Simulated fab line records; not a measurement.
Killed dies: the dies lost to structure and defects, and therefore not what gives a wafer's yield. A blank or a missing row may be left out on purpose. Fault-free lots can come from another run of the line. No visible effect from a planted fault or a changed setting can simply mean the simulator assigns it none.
Split-lot experiment	flow n5_finfet	route with 1938 steps; 7 lots, 21 wafers read

== THE SPLIT ITSELF ==
At N5_FIN_SAQP_PECVD_06 (deposits a-Si from SiH4/He, target thk 60 nm, time 48.1 s), the setting time_s was moved away from the recipe's 48.1 s on 7 of the 21 wafers read, by -14.7% to +14.8%. This setting was run at the recipe's value on the other wafers.

== FROM THE SPLIT TO THE READING: what the file shows between them, 5 steps ==
- N5_FIN_SAQP_THK_MEAS_07
- N5_FIN_SAQP_HM_DEP_72: deposits SiO2 from SiH4/N2O, target thk 12 nm, time 7.2 s
- N5_FIN_SAQP_COAT_49: time 60 s, resist thk 100 nm
- N5_FIN_SAQP_HM_OPEN_73: chemistry CHF3/O2, target SiO2, stops on a-Si, target depth 12 nm, time 16.8 s
- N5_FIN_SAQP_STRIP_74: strips in CHF3/O2

== THE READING ==
oes_product_au, in a.u., at N5_FIN_SAQP_MANDREL_ETCH_22 (etches a-Si in HBr/Cl2, stops on SiNx, target depth 60 nm, bt time 10 s, time 30 s). Typical for fault-free wafers on this fab line: 0.760 a.u., with standard deviation 0.012 a.u.

wafer	tool, chamber at the split	time_s as run, s	against the recipe	oes_product_au, a.u.	against lot-mates on the recipe
L079.3	pecvd-04, 0	41.01	-14.7%	0.667	-0.095
L079.5	pecvd-04, 1	48.1	recipe	0.763	-
L079.6	pecvd-04, 0	48.1	recipe	0.762	-
L081.2	pecvd-01, 1	44.91	-6.6%	0.719	-0.047
L081.4	pecvd-01, 2	44.91	-6.6%	0.737	-0.029
L081.6	pecvd-01, 0	48.1	recipe	0.766	-
L087.2	pecvd-03, 1	54.72	+13.8%	0.809	+0.045
L087.3	pecvd-03, 2	54.72	+13.8%	0.815	+0.051
L087.6	pecvd-03, 2	48.1	recipe	0.764	-
L090.1	pecvd-03, 0	48.1	recipe	0.775	-
L090.2	pecvd-03, 1	51.57	+7.2%	0.793	+0.011
L090.6	pecvd-03, 0	48.1	recipe	0.790	-
L091.1	pecvd-04, 0	48.1	recipe	0.772	-
L091.4	pecvd-04, 1	48.1	recipe	0.757	-
L091.5	pecvd-04, 0	48.1	recipe	0.770	-
L096.3	pecvd-03, 0	48.1	recipe	0.762	-
L096.5	pecvd-03, 1	48.1	recipe	0.772	-
L096.6	pecvd-03, 2	48.1	recipe	0.746	-
L097.3	pecvd-03, 2	48.1	recipe	0.739	-
L097.4	pecvd-03, 1	55.23	+14.8%	0.824	+0.080
L097.5	pecvd-03, 1	48.1	recipe	0.748	-

THE FIT
A straight line over all 21 wafers: oes_product_au changes by +0.00463 a.u. for each +1% of time_s; r = +0.92; the points scatter about the line by 0.013 a.u.
The same after taking each lot's own level away (the mean of its wafers on the recipe; 21 wafers): +0.0048 a.u. for each +1%; r = +0.95; scatter 0.011 a.u.
According to that fit, moving time_s by its largest amount changes the reading by 0.071 a.u.
The span of the lots' own levels, 0.7435 to 0.7825 a.u., comes to 3.2 times the standard deviation stated above.
Consequently the slope shifts little with the lot-to-lot level, the two slopes agreeing.
Check: with one of the wafers moved furthest among these (+14.8%) left out of the fit, the line predicts +0.0625 a.u. for it against its lot-mates. It came out at +0.0805 a.u. against them.

== THE OTHER SPLITS THESE WAFERS WENT THROUGH ==
These wafers also went through other splits before the reading. Each is held against what the fit with the lots' levels taken away leaves over:
other split on the same wafers	wafers away from the commonest value	r with oes_product_au (lot level and that fit taken away)
N5_ZERO_LAYER_EXPOSE_08 dose_mj	9	-0.08
N5_WELL_APT_COAT_02 spin_rpm	6	+0.28
N5_FIN_SAQP_HM_DEP_03 time_s	11	+0.06

== THE WHOLE CHAIN: every reading that the file lists as answering this split, in the file's order ==
step	what it does	reading	change (the file's fit)	r (the file's)
N5_FIN_SAQP_PECVD_06	deposits a-Si from SiH4/He, target thk 60 nm, time 48.1 s	a-Si_of_FIN_SAQP_PECVD_06.thk_nm (the simulator's own value, which no gauge read)	+0.621 nm for each +1% of the setting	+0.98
N5_FIN_SAQP_THK_MEAS_07		thk_nm	withheld for each +1% of the setting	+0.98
N5_FIN_SAQP_MANDREL_ETCH_22	etches a-Si in HBr/Cl2, stops on SiNx, target depth 60 nm, bt time 10 s, time 30 s	oes_product_au	+0.00497 a.u. for each +1% of the setting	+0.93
N5_FIN_SAQP_MANDREL_ETCH_22	etches a-Si in HBr/Cl2, stops on SiNx, target depth 60 nm, bt time 10 s, time 30 s	etch.depth_nm (the simulator's own value, which no gauge read)	+0.619 nm for each +1% of the setting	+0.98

== THE FILE'S OWN FIT ==
oes_product_au changes by +0.00497 a.u. for each +1% of time_s, r = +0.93.
